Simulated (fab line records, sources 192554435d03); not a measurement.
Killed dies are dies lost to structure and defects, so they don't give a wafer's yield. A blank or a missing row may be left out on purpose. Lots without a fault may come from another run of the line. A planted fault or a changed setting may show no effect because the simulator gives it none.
fab line records | flow n5_finfet
record lots=24 wafers=72 last_day=17
route steps=1938 shown ZERO_LAYER@14 PMOS_HMC_CHANNEL_EPI@73 FIN_SAQP@125 FIN_CUT@173 STI_FIN_REVEAL@183
lots that met no fault: from a run of the same line without faults
start_h: hours from the record's first day to the start of the lot's first wafer shown | wait_h: hours since the lot's step before | " the same as in the row above | L1.1+2: a row that stands for several wafers | - no value, or no start given | * or withheld: withheld | < > ~ a bound
route shown NAME@n: a module of which the file shows steps, and the number in the route of the first | usual: mean/standard deviation of fault-free wafers | same: alike in all rows | chamber/n: place in a boat | sites: the reading at each site | _std_site: their standard deviation | _edge_site: outer sites' mean less inner sites' | radius_mm: how far each site lies from the wafer's centre | mask NAME#n: copy n | behind: the tool/chamber that last shaped the wafer | hold: why the lot was held/for how many hours/how that ended | device: the transistor (n, p or np) that didn't switch | end of line: the same wafers' tests at the end of the route | a step without rows: its recipe alone | killed: dies lost to structure and defects at the first sort, not the wafer's yield | map: a wafer's dies, x killed, . not, _ none there
set.NAME: the setting as run; set.NAME@STEP: as run at that earlier step | model.NAME: the simulator's own value behind a step, which no gauge read
steps of the route over a sample of lots; a table a step, a row a wafer
services: from which hour (start_h, from the record's first day; less than 0 if before it) a tool's chamber was out of use, for how many hours, and why
## steps
# step N5_ZERO_LAYER_DESCUM_16
# recipe chemistry=O2 time_s=7.9 source_power_w=50 bias_power_w=20 pressure_mtorr=20 rf_frequency_hz=2.712e+07 temp_c=40 o2_flow_sccm=225
# usual drypump_motor_current_A=5.5/0.43 oes_product_au=0.80/0.067 rf_vpp_V=243.3/1.4 showerhead_plenum_p_Torr=2.10/0.079 temp_c=40.00/0.1 throttle_valve_pct=20.29/0.19
# same time_s=7.9
# columns lot.wafer tool chamber start_h wait_h drypump_motor_current_A oes_product_au rf_hours_counter_h rf_vpp_V showerhead_plenum_p_Torr temp_c throttle_valve_pct
L074.1 rie_diel-05 0 13.54 0.9 6.0 0.89 28 244.0 2.13 40.02 20.22
L074.2 " 2 " " 5.1 0.89 23 245.3 2.23 39.98 20.27
L074.4 " 3 " " 5.2 0.95 - 243.9 2.15 40.22 20.33
L075.3 rie_diel-05 3 19.52 0.7 5.2 0.94 4 243.9 2.15 40.12 20.32
L075.4 " 0 " " 6.0 0.90 - 244.4 2.13 39.90 20.22
L075.6 " 3 " " 5.2 0.93 - 245.4 2.15 40.08 20.34
L076.1 rie_diel-02 1 25.71 0.9 6.0 0.83 98 242.4 2.01 40.09 19.90
L076.2 " 3 " " 5.5 0.78 104 245.0 2.19 40.05 20.25
L076.4 " 2 " " 5.9 0.76 150 241.9 2.07 40.04 20.41
L077.1 rie_diel-06 2 31.62 1.0 5.4 0.91 38 244.7 2.25 40.00 20.38
L077.2 " 1 " " 4.7 0.71 179 243.4 2.08 40.01 20.42
L077.5 " 0 " " 5.7 0.70 - 243.8 2.13 40.11 20.21
L078.2 rie_diel-02 2 36.90 0.3 5.9 0.75 156 241.1 2.07 40.19 20.42
L078.3 " 1 " " 6.0 0.82 103 242.5 2.01 39.94 19.93
L078.5 " 2 " " 5.9 0.75 - 242.7 2.07 40.19 20.42
L079.1 rie_diel-06 1 42.94 0.3 4.7 0.71 185 243.0 2.08 39.92 20.44
L079.2 " 3 " " 5.9 0.85 91 239.2 1.94 40.10 20.00
L079.6 " 0 " " 5.7 0.70 - 243.8 2.13 39.99 20.22
L080.1 rie_diel-02 0 49.86 1.0 5.0 0.77 130 243.2 2.11 40.02 20.43
L080.2 " 3 " " 5.5 0.78 111 245.4 2.18 39.92 20.24
L080.4 " 2 " " 5.9 0.74 161 241.9 2.07 39.94 20.43
L081.2 rie_diel-02 3 54.83 0.0 5.5 0.77 112 246.4 2.18 40.04 20.27
L081.3 " 1 " " 6.0 0.81 108 242.1 2.00 39.90 19.93
L081.6 " 1 " " 6.0 0.80 - 241.6 2.00 40.03 19.93
L082.1 rie_diel-02 2 60.80 0.0 5.9 0.75 165 243.6 2.07 40.04 20.43
L082.2 " 1 " " 6.0 0.82 110 240.5 2.00 39.83 19.95
L082.6 " 3 " " 5.5 0.77 - 244.8 2.18 39.97 20.27
L083.1 rie_diel-02 1 66.80 0.0 6.0 0.81 112 240.9 2.00 39.96 19.92
L083.2 " 2 " " 5.9 0.75 167 243.5 2.07 40.30 20.44
L083.5 " 1 " " 6.0 0.81 - 242.6 2.00 39.76 19.93
L084.2 rie_diel-05 2 72.68 0.0 5.1 0.87 35 244.7 2.23 40.03 20.27
L084.4 " 1 " " 5.8 0.97 5 242.9 2.16 40.01 20.51
L084.5 " 3 " " 5.2 0.90 - 243.8 2.15 39.98 20.34
L085.1 rie_diel-02 1 78.68 0.0 6.0 0.81 115 241.3 2.00 39.89 19.93
L085.3 " 0 " " 5.1 0.77 139 243.9 2.11 39.91 20.46
L085.5 " 0 " " 5.1 0.78 - 243.8 2.11 39.95 20.44
L086.1 rie_diel-02 1 84.80 0.0 6.0 0.80 116 241.4 2.00 39.98 19.94
L086.4 " 0 " " 5.1 0.77 140 243.2 2.11 40.03 20.45
L086.5 " 2 " " 5.9 0.75 - 241.9 2.07 40.06 20.47
L087.1 rie_diel-05 2 90.80 0.0 5.1 0.87 41 244.9 2.23 39.89 20.30
L087.4 " 0 " " 6.0 0.87 42 244.0 2.12 39.92 20.23
L087.5 " 0 " " 6.0 0.88 - 242.6 2.12 40.00 20.23
L088.1 rie_diel-02 2 96.68 0.0 5.9 0.75 175 243.5 2.07 39.85 20.45
L088.3 " 3 " " 5.5 0.76 125 244.8 2.18 40.13 20.28
L088.6 " 2 " " 5.9 0.75 - 242.3 2.07 39.91 20.45
L089.3 rie_diel-02 0 102.81 0.0 5.0 0.76 145 241.3 2.11 39.95 20.46
L089.4 " 3 " " 5.5 0.76 127 243.9 2.18 39.99 20.29
L089.6 " 0 " " 5.1 0.77 - 244.2 2.11 39.94 20.46
L090.4 rie_diel-02 1 108.80 0.0 6.0 0.81 123 242.8 2.00 40.09 19.97
L090.5 " 3 " " 5.5 0.76 - 244.2 2.18 40.04 20.28
L090.6 " 0 " " 5.0 0.76 - 242.2 2.11 40.02 20.46
L091.2 rie_diel-06 1 114.85 0.1 4.7 0.68 211 242.0 2.07 40.08 20.47
L091.3 " 3 " " 5.9 0.82 118 241.9 1.93 39.85 20.04
L091.5 " 3 " " 5.9 0.81 - 240.9 1.93 40.01 20.04
L092.2 rie_diel-02 2 120.68 0.0 5.9 0.75 182 243.3 2.06 40.01 20.48
L092.4 " 1 " " 6.0 0.80 126 242.2 2.00 40.01 19.95
L092.5 " 1 " " 6.0 0.80 - 242.8 2.00 40.02 19.95
L093.1 rie_diel-06 1 126.92 0.3 4.7 0.69 216 243.8 2.07 40.14 20.49
L093.5 " 2 " " 5.4 0.84 - 245.2 2.24 40.03 20.42
L093.6 " 3 " " 5.9 0.81 - 240.2 1.93 40.15 20.05
L094.2 rie_diel-05 3 132.80 0.0 5.2 0.87 31 243.2 2.14 40.11 20.38
L094.4 " 1 " " 5.9 0.92 24 242.8 2.15 40.09 20.54
L094.6 " 2 " " 5.1 0.85 - 245.9 2.22 39.97 20.32
L095.1 rie_diel-02 2 138.70 0.1 5.9 0.74 188 242.2 2.06 39.89 20.47
L095.3 " 1 " " 6.0 0.80 133 242.4 1.99 40.00 19.96
L095.5 " 0 " " 5.1 0.75 - 242.7 2.10 39.87 20.47
L096.2 rie_diel-02 3 144.82 0.0 5.5 0.75 138 243.7 2.17 39.88 20.30
L096.4 " 0 " " 5.0 0.76 160 245.5 2.10 39.97 20.46
L096.6 " 3 " " 5.5 0.75 - 243.9 2.17 40.14 20.30
L097.2 rie_diel-06 1 151.01 0.3 4.7 0.68 225 242.8 2.07 40.08 20.49
L097.3 " 3 " " 5.9 0.80 131 240.1 1.93 40.06 20.06
L097.4 " 2 " " 5.4 0.84 82 244.4 2.23 39.89 20.43
# step N5_PMOS_HMC_CHANNEL_EPI_ETCH_38
# recipe chemistry=CF4 target=SiO2 target_depth_a=15 ion_energy_ev=350 pressure_mtorr=10 icp_w=800 bias_w=400 cf4_flow_sccm=80
# usual drypump_motor_current_A=5.7/0.53 oes_product_au=0.997/0.025 throttle_valve_pct=21.8/0.31
# columns lot.wafer tool chamber start_h wait_h drypump_motor_current_A oes_product_au rf_hours_counter_h throttle_valve_pct
L074.1 rie_si-06 2 19.40 0.0 6.1 1.019 72 22.1
L074.2 " 1 " " 5.9 0.996 119 21.6
L074.4 " 3 " " 5.4 0.993 63 22.1
L075.3 rie_si-03 1 26.00 0.0 5.5 0.931 7 21.7
L075.4 " 2 " " 6.5 0.988 104 21.4
L075.6 " 3 " " 5.0 0.976 - 21.3
L076.1 rie_si-03 2 31.62 0.0 6.5 0.999 104 21.5
L076.2 " 1 " " 5.6 0.936 7 21.7
L076.4 " 0 " " 5.9 1.029 49 21.3
L077.1 rie_si-04 0 37.66 0.0 6.4 1.017 143 21.7
L077.2 " 1 " " 6.0 1.029 180 22.0
L077.5 " 1 " " 6.0 1.027 - 22.0
L078.2 rie_si-06 1 42.57 0.0 5.9 0.985 120 21.6
L078.3 " 0 " " 4.8 0.962 17 22.2
L078.5 " 0 " " 4.8 0.961 - 22.1
L079.1 rie_si-04 2 48.73 0.0 5.9 1.008 2 21.8
L079.2 " 3 " " 4.9 1.008 4 22.1
L079.6 " 1 " " 6.0 1.028 - 22.0
L080.1 rie_si-06 1 54.80 0.0 5.9 0.987 120 21.6
L080.2 " 0 " " 4.8 0.953 17 22.1
L080.4 " 3 " " 5.3 0.998 64 22.1
L081.2 rie_si-04 3 59.79 0.0 4.9 0.999 4 22.1
L081.3 " 2 " " 5.9 0.999 3 21.8
L081.6 " 0 " " 6.4 1.016 - 21.7
L082.1 rie_si-04 3 66.24 0.0 4.9 1.003 5 22.1
L082.2 " 1 " " 6.1 1.042 181 22.0
L082.6 " 1 " " 6.1 1.034 - 22.0
L083.1 rie_si-06 1 71.91 0.0 5.9 0.995 120 21.6
L083.2 " 3 " " 5.3 0.993 64 22.2
L083.5 " 2 " " 6.1 1.012 - 22.1
L084.2 rie_si-06 0 77.78 0.0 4.8 0.952 18 22.1
L084.4 " 1 " " 5.9 0.982 120 21.6
L084.5 " 1 " " 5.9 0.989 - 21.6
L085.1 rie_si-04 1 83.62 0.0 6.1 1.029 181 22.0
L085.3 " 2 " " 5.9 1.005 3 21.8
L085.5 " 1 " " 6.1 1.037 - 22.0
L086.1 rie_si-04 3 89.70 0.0 4.9 1.011 5 22.1
L086.4 " 2 " " 5.9 1.012 3 21.8
L086.5 " 2 " " 5.9 0.999 - 21.8
L087.1 rie_si-06 3 96.32 0.0 5.3 1.003 64 22.1
L087.4 " 1 " " 5.9 1.002 121 21.6
L087.5 " 3 " " 5.3 0.991 - 22.1
L088.1 rie_si-03 2 102.06 0.0 6.5 0.975 105 21.4
L088.3 " 0 " " 6.0 1.018 50 21.2
L088.6 " 3 " " 5.0 0.977 - 21.3
L089.3 rie_si-03 0 108.73 0.0 6.0 1.017 50 21.2
L089.4 " 3 " " 5.0 0.982 - 21.3
L089.6 " 2 " " 6.5 0.980 - 21.4
L090.4 rie_si-03 3 113.98 0.0 5.0 0.980 56 21.3
L090.5 " 0 " " 6.0 1.023 - 21.2
L090.6 " 1 " " 5.5 0.939 - 21.7
L091.2 rie_si-04 3 119.87 0.0 4.9 1.006 5 22.1
L091.3 " 2 " " 5.9 1.012 4 21.8
L091.5 " 3 " " 4.9 1.016 - 22.1
L092.2 rie_si-06 0 125.36 0.0 4.8 0.950 19 22.1
L092.4 " 3 " " 5.4 1.001 65 22.1
L092.5 " 2 " " 6.0 1.000 - 22.1
L093.1 rie_si-06 3 132.21 0.0 5.3 1.003 65 22.1
L093.5 " 3 " " 5.3 0.993 - 22.1
L093.6 " 0 " " 4.8 0.963 - 22.1
L094.2 rie_si-06 0 137.72 0.0 4.8 0.952 19 22.1
L094.4 " 3 " " 5.4 0.989 65 22.1
L094.6 " 2 " " 6.1 0.997 - 22.1
L095.1 rie_si-04 2 144.51 0.0 5.9 0.990 4 21.8
L095.3 " 3 " " 4.9 1.013 6 22.1
L095.5 " 2 " " 5.9 1.000 - 21.8
L096.2 rie_si-06 2 149.83 0.0 6.1 1.004 74 22.1
L096.4 " 1 " " 5.9 0.995 122 21.6
L096.6 " 3 " " 5.3 0.997 - 22.1
L097.2 rie_si-03 2 156.40 0.0 6.5 0.973 106 21.4
L097.3 " 3 " " 5.0 0.978 57 21.3
L097.4 " 2 " " 6.5 0.972 - 21.4
# step N5_FIN_SAQP_SPACER1_ALD_24
# recipe material=SiO2 target_thk_a=203 temp_c=300 ald_precursor_family=BDEAS ald_co_reactant=O2-plasma pulse_time_s=1 purge_time_s=2 co_reactant_purge_time_s=2 ald_cycles=218 pressure_torr=2
# usual heater_power_w=466/40 precursor_pulse_height_rel=1.000/0.017
# same ald_cycles=218
# columns lot.wafer tool chamber start_h wait_h heater_power_w precursor_pulse_height_rel
L074.1 ald_sin-03 2 25.09 0.3 429 1.002
L074.2 " 3 " " 516 0.997
L074.4 " 1 " " 450 1.002
L075.3 ald_sin-04 0 31.28 0.1 495 1.005
L075.4 " 2 " " 503 0.989
L075.6 " 2 " " 502 0.984
L076.1 ald_sin-04 1 36.50 0.3 460 1.017
L076.2 " 0 " " 484 0.999
L076.4 " 3 " " 484 0.998
L077.1 ald_sin-03 0 43.90 0.3 438 0.962
L077.2 " 1 " " 440 1.011
L077.5 " 0 " " 435 0.992
L078.2 ald_sin-04 3 47.55 0.3 481 0.996
L078.3 " 1 " " 440 1.001
L078.5 " 0 " " 493 1.023
L079.1 ald_sin-02 0 54.35 0.9 441 0.969
L079.2 " 2 " " 420 1.011
L079.6 " 1 " " 520 0.971
L080.1 ald_sin-02 2 60.71 0.3 431 0.988
L080.2 " 0 " " 438 0.991
L080.4 " 1 " " 537 0.987
L081.2 ald_sin-04 3 65.75 0.5 486 0.976
L081.3 " 1 " " 442 1.017
L081.6 " 2 " " 518 1.015
L082.1 ald_sin-03 1 71.36 0.3 449 1.023
L082.2 " 0 " " 440 1.030
L082.6 " 1 " " 440 0.996
L083.1 ald_sin-02 3 78.18 0.3 386 1.008
L083.2 " 2 " " 420 1.031
L083.5 " 0 " " 439 0.971
L084.2 ald_sin-02 1 82.96 0.3 517 1.000
L084.4 " 2 " " 416 0.995
L084.5 " 1 " " 542 0.999
L085.1 ald_sin-03 1 89.78 0.3 438 1.002
L085.3 " 3 " " 541 1.006
L085.5 " 3 " " 520 1.019
L086.1 ald_sin-02 1 97.15 1.3 526 0.995
L086.4 " 0 " " 439 1.009
L086.5 " 0 " " 442 0.984
L087.1 ald_sin-03 2 101.32 0.3 433 1.000
L087.4 " 1 " " 446 0.972
L087.5 " 2 " " 435 0.986
L088.1 ald_sin-04 2 108.55 0.3 499 1.004
L088.3 " 1 " " 458 0.996
L088.6 " 3 " " 450 1.013
L089.3 ald_sin-02 0 114.35 0.1 446 0.977
L089.4 " 2 " " 422 0.986
L089.6 " 2 " " 428 1.027
L090.4 ald_sin-02 1 119.07 0.1 533 1.015
L090.5 " 1 " " 522 0.999
L090.6 " 2 " " 414 1.034
L091.2 ald_sin-02 1 125.73 0.7 527 1.018
L091.3 " 0 " " 442 1.011
L091.5 " 2 " " 425 0.988
L092.2 ald_sin-04 3 131.26 0.3 453 0.980
L092.4 " 0 " " 479 0.989
L092.5 " 2 " " 496 1.011
L093.1 ald_sin-03 3 137.29 0.5 527 1.021
L093.5 " 0 " " 440 0.988
L093.6 " 1 " " 449 1.042
L094.2 ald_sin-03 0 142.99 0.3 440 1.014
L094.4 " 1 " " 450 0.969
L094.6 " 2 " " 444 0.996
L095.1 ald_sin-03 1 149.72 0.3 443 0.999
L095.3 " 0 " " 449 0.994
L095.5 " 1 " " 459 0.987
L096.2 ald_sin-03 3 155.74 0.8 529 1.007
L096.4 " 0 " " 447 1.010
L096.6 " 0 " " 444 1.001
L097.2 ald_sin-04 3 162.35 1.3 449 0.995
L097.3 " 1 " " 473 1.001
L097.4 " 0 " " 474 1.006
# step N5_FIN_CUT_CUT_ETCH_26
# recipe chemistry=CH3F/O2 target=SiNx target_depth_a=390 mask_material=SOC time_s=55.7 pressure_mtorr=30 source_w=395 bias_w=73 Ar_flow_sccm=150 CH3F_flow_sccm=30 O2_flow_sccm=20 ion_energy_ev=120
# usual drypump_motor_current_A=5.5/0.42 oes_product_au=0.80/0.076 rf_vpp_V=293/9.4 showerhead_plenum_p_Torr=2.02/0.072 throttle_valve_pct=16.24/0.14
# same time_s=55.7
# columns lot.wafer tool chamber start_h wait_h drypump_motor_current_A oes_product_au rf_hours_counter_h rf_vpp_V showerhead_plenum_p_Torr throttle_valve_pct
L074.1 rie_diel-02 0 29.88 0.0 5.0 0.80 121 306 2.02 16.33
L074.2 " 2 " " 5.9 0.74 153 285 1.99 16.38
L074.4 " 3 " " 5.5 0.77 106 289 2.10 16.25
L075.3 rie_diel-06 0 35.46 0.0 5.7 0.69 227 301 2.06 16.38
L075.4 " 1 " " 4.7 0.72 181 281 1.98 16.37
L075.6 " 3 " " 5.9 0.85 - 282 1.87 16.01
L076.1 rie_diel-02 2 40.68 0.0 5.9 0.75 158 287 1.99 16.39
L076.2 " 3 " " 5.5 0.77 107 289 2.10 16.26
L076.4 " 0 " " 5.0 0.79 - 307 2.02 16.34
L077.1 rie_diel-06 0 48.91 0.0 5.6 0.69 233 301 2.05 16.40
L077.2 " 2 " " 5.4 0.90 46 291 2.12 16.13
L077.5 " 0 " " 5.6 0.68 - 301 2.05 16.41
L078.2 rie_diel-06 1 52.50 0.0 4.7 0.70 189 281 1.98 16.40
L078.3 " 3 " " 5.9 0.84 96 283 1.86 15.99
L078.5 " 3 " " 5.9 0.84 - 283 1.86 16.00
L079.1 rie_diel-06 2 58.26 0.0 5.4 0.88 49 289 2.12 16.13
L079.2 " 0 " " 5.6 0.68 237 301 2.05 16.40
L079.6 " 1 " " 4.7 0.70 - 280 1.98 16.39
L080.1 rie_diel-06 3 65.33 0.0 5.9 0.82 101 281 1.86 16.02
L080.2 " 0 " " 5.6 0.68 240 300 2.05 16.41
L080.4 " 2 " " 5.4 0.88 52 290 2.12 16.13
L081.2 rie_diel-02 2 69.98 0.0 5.9 0.74 167 285 1.98 16.40
L081.3 " 3 " " 5.5 0.76 117 289 2.09 16.31
L081.6 " 3 " " 5.5 0.76 - 289 2.09 16.29
L082.1 rie_diel-02 1 75.45 0.0 6.0 0.81 114 281 1.94 16.10
L082.2 " 3 " " 5.4 0.76 119 289 2.09 16.28
L082.6 " 1 " " 6.0 0.80 - 282 1.94 16.09
L083.1 rie_diel-06 2 82.18 0.0 5.4 0.87 57 291 2.11 16.15
L083.2 " 3 " " 5.9 0.82 106 283 1.86 16.03
L083.5 " 0 " " 5.6 0.67 - 302 2.05 16.43
L084.2 rie_diel-02 2 86.93 0.0 5.9 0.74 171 286 1.98 16.42
L084.4 " 1 " " 6.0 0.81 117 281 1.94 16.09
L084.5 " 0 " " 5.1 0.78 - 307 2.02 16.37
L085.1 rie_diel-02 1 94.60 0.0 6.0 0.81 119 282 1.94 16.10
L085.3 " 0 " " 5.0 0.77 143 307 2.02 16.38
L085.5 " 0 " " 5.0 0.77 - 307 2.02 16.37
L086.1 rie_diel-05 3 102.11 0.0 5.2 0.89 23 303 2.04 16.16
L086.4 " 2 " " 5.1 0.88 45 304 2.11 16.09
L086.5 " 3 " " 5.2 0.88 - 304 2.04 16.16
L087.1 rie_diel-05 2 105.28 0.0 5.1 0.88 45 305 2.11 16.08
L087.4 " 0 " " 6.0 0.86 47 300 2.02 16.17
L087.5 " 0 " " 6.1 0.87 - 300 2.02 16.17
L088.1 rie_diel-05 2 114.47 0.0 5.1 0.88 48 305 2.11 16.08
L088.3 " 1 " " 5.8 0.93 19 291 2.07 16.36
L088.6 " 0 " " 6.1 0.87 - 298 2.02 16.18
L089.3 rie_diel-02 3 118.87 0.0 5.5 0.74 132 288 2.09 16.32
L089.4 " 2 " " 5.9 0.73 181 284 1.98 16.45
L089.6 " 0 " " 5.1 0.75 - 307 2.01 16.39
L090.4 rie_diel-02 3 123.00 0.0 5.5 0.75 133 286 2.09 16.33
L090.5 " 2 " " 5.9 0.74 - 285 1.98 16.45
L090.6 " 1 " " 6.0 0.80 - 282 1.93 16.11
L091.2 rie_diel-05 2 129.99 0.0 5.1 0.86 53 305 2.11 16.11
L091.3 " 3 " " 5.1 0.87 30 303 2.04 16.18
L091.5 " 2 " " 5.1 0.86 - 302 2.11 16.09
L092.2 rie_diel-05 3 136.15 0.0 5.2 0.87 33 301 2.04 16.17
L092.4 " 1 " " 5.8 0.91 25 290 2.07 16.39
L092.5 " 0 " " 6.0 0.85 - 300 2.02 16.17
L093.1 rie_diel-06 1 141.47 0.0 4.7 0.67 222 280 1.97 16.44
L093.5 " 3 " " 5.9 0.79 - 281 1.85 16.06
L093.6 " 2 " " 5.4 0.84 - 290 2.11 16.18
L094.2 rie_diel-05 2 148.27 0.0 5.1 0.85 58 305 2.10 16.12
L094.4 " 0 " " 6.1 0.84 59 299 2.02 16.21
L094.6 " 3 " " 5.2 0.87 - 304 2.04 16.18
L095.1 rie_diel-06 3 153.63 0.0 5.9 0.79 132 283 1.85 16.06
L095.3 " 2 " " 5.4 0.84 84 291 2.11 16.19
L095.5 " 2 " " 5.4 0.84 - 291 2.11 16.18
L096.2 rie_diel-05 1 160.16 0.0 5.8 0.89 32 290 2.06 16.41
L096.4 " 0 " " 6.0 0.83 63 299 2.02 16.20
L096.6 " 2 " " 5.1 0.85 - 305 2.10 16.10
L097.2 rie_diel-06 2 166.40 0.0 5.4 0.85 87 290 2.10 16.19
L097.3 " 3 " " 5.9 0.80 136 282 1.85 16.06
L097.4 " 0 " " 5.7 0.96 11 301 2.04 16.04
# step N5_STI_FIN_REVEAL_ALD_00
# recipe material=SiO2 target_thk_a=10 temp_c=300 ald_precursor_family=BDEAS ald_co_reactant=O2-plasma pulse_time_s=1 pressure_torr=2
# usual heater_power_w=461/43 precursor_pulse_height_rel=1.001/0.019
# columns lot.wafer tool chamber start_h wait_h heater_power_w precursor_pulse_height_rel
L074.1 ald_sin-03 0 30.74 0.0 446 1.029
L074.2 " 1 " " 437 1.001
L074.4 " 2 " " 428 1.010
L075.3 ald_sin-01 0 36.08 0.0 546 1.000
L075.4 " 3 " " 441 1.033
L075.6 " 2 " " 474 0.987
L076.1 ald_sin-03 3 41.24 0.0 522 0.954
L076.2 " 2 " " 442 0.990
L076.4 " 1 " " 455 0.983
L077.1 ald_sin-02 2 49.46 0.0 421 1.006
L077.2 " 3 " " 398 1.015
L077.5 " 1 " " 524 1.004
L078.2 ald_sin-02 1 53.37 0.3 528 1.005
L078.3 " 2 " " 411 1.037
L078.5 " 1 " " 517 1.010
L079.1 ald_sin-02 0 59.01 0.0 448 1.010
L079.2 " 2 " " 420 1.028
L079.6 " 2 " " 427 1.023
L080.1 ald_sin-01 3 65.98 0.0 433 1.014
L080.2 " 0 " " 526 1.017
L080.4 " 2 " " 477 0.993
L081.2 ald_sin-03 1 70.50 0.0 440 1.015
L081.3 " 2 " " 440 1.024
L081.6 " 1 " " 445 0.965
L082.1 ald_sin-01 0 76.47 0.4 526 1.014
L082.2 " 3 " " 450 0.992
L082.6 " 2 " " 479 1.014
L083.1 ald_sin-03 2 82.72 0.0 442 1.007
L083.2 " 3 " " 521 0.968
L083.5 " 0 " " 435 1.021
L084.2 ald_sin-03 3 87.52 0.1 519 1.021
L084.4 " 0 " " 446 1.003
L084.5 " 2 " " 441 0.991
L085.1 ald_sin-02 3 95.24 0.1 410 0.982
L085.3 " 1 " " 529 0.964
L085.5 " 2 " " 414 0.987
L086.1 ald_sin-02 2 102.64 0.0 423 1.009
L086.4 " 1 " " 529 0.997
L086.5 " 1 " " 515 1.023
L087.1 ald_sin-01 0 105.79 0.0 552 1.013
L087.4 " 3 " " 437 1.003
L087.5 " 0 " " 538 0.994
L088.1 ald_sin-02 3 115.80 0.8 388 1.023
L088.3 " 1 " " 519 1.003
L088.6 " 3 " " 392 1.012
L089.3 ald_sin-03 1 119.38 0.0 444 0.998
L089.4 " 2 " " 436 1.019
L089.6 " 1 " " 442 0.993
L090.4 ald_sin-01 0 123.52 0.0 547 1.021
L090.5 " 2 " " 474 1.012
L090.6 " 1 " " 427 0.972
L091.2 ald_sin-02 0 130.86 0.0 448 0.981
L091.3 " 2 " " 426 1.024
L091.5 " 0 " " 443 0.992
L092.2 ald_sin-02 3 136.66 0.0 399 0.987
L092.4 " 0 " " 438 0.996
L092.5 " 0 " " 444 1.012
L093.1 ald_sin-01 3 141.98 0.0 442 1.017
L093.5 " 3 " " 437 1.027
L093.6 " 2 " " 488 1.008
L094.2 ald_sin-01 3 148.90 0.1 436 0.985
L094.4 " 0 " " 548 0.950
L094.6 " 3 " " 435 0.981
L095.1 ald_sin-02 3 154.51 0.4 400 0.979
L095.3 " 1 " " 538 1.009
L095.5 " 0 " " 442 0.973
L096.2 ald_sin-03 2 160.85 0.0 454 1.029
L096.4 " 0 " " 457 1.007
L096.6 " 2 " " 447 0.996
L097.2 ald_sin-03 1 167.27 0.4 446 0.993
L097.3 " 0 " " 453 0.992
L097.4 " 3 " " 522 0.982
# step N5_STI_FIN_REVEAL_DENSIFY_30
# recipe temp_c=* time_s=* ambient=N2 idle_temp_c=600 ramp_up_c_per_s=150 ramp_down_c_per_s=60 cool_to_c=600
# usual lamp_power_pct=11.53/0.057 wafer_temp_C_max=*
# same time_s=*
# columns lot.wafer tool chamber start_h wait_h lamp_power_pct wafer_temp_C_max
L074.1 rtp_anneal-01 0 36.14 0.0 11.53 *
L074.2 " 0 " " 11.59 *
L074.4 " 0 " " 11.52 *
L075.3 rtp_anneal-01 0 41.69 0.2 11.56 *
L075.4 " 0 " " 11.50 *
L075.6 " 0 " " 11.63 *
L076.1 rtp_anneal-01 0 46.65 0.0 11.45 *
L076.2 " 0 " " 11.47 *
L076.4 " 0 " " 11.47 *
L077.1 rtp_anneal-01 0 55.79 0.4 11.58 *
L077.2 " 0 " " 11.57 *
L077.5 " 0 " " 11.53 *
L078.2 rtp_anneal-02 0 58.87 0.1 11.56 *
L078.3 " 0 " " 11.53 *
L078.5 " 0 " " 11.48 *
L079.1 rtp_anneal-02 0 64.42 0.0 11.55 *
L079.2 " 0 " " 11.61 *
L079.6 " 0 " " 11.53 *
L080.1 rtp_anneal-01 0 71.60 0.2 11.56 *
L080.2 " 0 " " 11.58 *
L080.4 " 0 " " 11.41 *
L081.2 rtp_anneal-01 0 76.09 0.2 11.62 *
L081.3 " 0 " " 11.57 *
L081.6 " 0 " " 11.49 *
L082.1 rtp_anneal-01 0 81.90 0.0 11.57 *
L082.2 " 0 " " 11.51 *
L082.6 " 0 " " 11.55 *
L083.1 rtp_anneal-01 0 88.14 0.0 11.49 *
L083.2 " 0 " " 11.60 *
L083.5 " 0 " " 11.57 *
L084.2 rtp_anneal-02 0 93.78 0.9 11.54 *
L084.4 " 0 " " 11.52 *
L084.5 " 0 " " 11.45 *
L085.1 rtp_anneal-01 0 100.66 0.0 11.46 *
L085.3 " 0 " " 11.54 *
L085.5 " 0 " " 11.59 *
L086.1 rtp_anneal-01 0 108.06 0.0 11.50 *
L086.4 " 0 " " 11.52 *
L086.5 " 0 " " 11.53 *
L087.1 rtp_anneal-01 0 111.29 0.1 11.48 *
L087.4 " 0 " " 11.57 *
L087.5 " 0 " " 11.60 *
L088.1 rtp_anneal-01 0 121.21 0.0 11.50 *
L088.3 " 0 " " 11.61 *
L088.6 " 0 " " 11.48 *
L089.3 rtp_anneal-02 0 125.02 0.2 11.51 *
L089.4 " 0 " " 11.38 *
L089.6 " 0 " " 11.56 *
L090.4 rtp_anneal-01 0 129.17 0.3 11.56 *
L090.5 " 0 " " 11.49 *
L090.6 " 0 " " 11.61 *
L091.2 rtp_anneal-02 0 136.40 0.2 11.52 *
L091.3 " 0 " " 11.46 *
L091.5 " 0 " " 11.58 *
L092.2 rtp_anneal-02 0 142.17 0.1 11.41 *
L092.4 " 0 " " 11.51 *
L092.5 " 0 " " 11.53 *
L093.1 rtp_anneal-01 0 147.50 0.1 11.59 *
L093.5 " 0 " " 11.65 *
L093.6 " 0 " " 11.57 *
L094.2 rtp_anneal-01 0 154.61 0.3 11.51 *
L094.4 " 0 " " 11.58 *
L094.6 " 0 " " 11.49 *
L095.1 rtp_anneal-02 0 160.07 0.0 11.52 *
L095.3 " 0 " " 11.52 *
L095.5 " 0 " " 11.42 *
L096.2 rtp_anneal-02 0 166.48 0.2 11.49 *
L096.4 " 0 " " 11.49 *
L096.6 " 0 " " 11.50 *
L097.2 rtp_anneal-02 0 172.72 0.1 11.57 *
L097.3 " 0 " " 11.49 *
L097.4 " 0 " " 11.60 *
## services
# columns tool chamber start_h hours kind
ald_sin-03 - -6.25 14.0 pm
ald_sin-01 0 -5.73 2.4 repair
ald_sin-04 - 6.18 2.9 repair
rie_diel-06 - 9.88 15.6 pm
ald_sin-02 0 14.49 7.7 repair
rie_diel-05 - 24.05 28.1 pm
rie_diel-02 3 33.27 5.6 repair
rie_diel-02 1 40.12 7.8 repair
rie_diel-02 - 44.13 2.8 pm
rie_si-03 2 48.12 6.6 repair
ald_sin-02 3 53.36 14.6 repair
rtp_anneal-02 - 53.43 4.3 pm
rie_diel-05 0 73.14 6.9 repair
rie_diel-02 2 79.85 2.1 repair
ald_sin-04 - 85.37 14.0 pm
rie_si-03 1 96.87 2.1 repair
rie_si-03 1 103.80 9.2 repair
rie_diel-02 3 135.96 8.7 repair
rie_si-04 - 153.35 1.2 repair
rie_si-03 0 155.76 9.3 repair
ald_sin-02 - 157.23 6.1 pm
rie_si-06 3 158.52 4.5 repair
ald_sin-02 1 167.07 5.7 repair
ald_sin-01 2 170.46 11.1 repair
## key
fault none
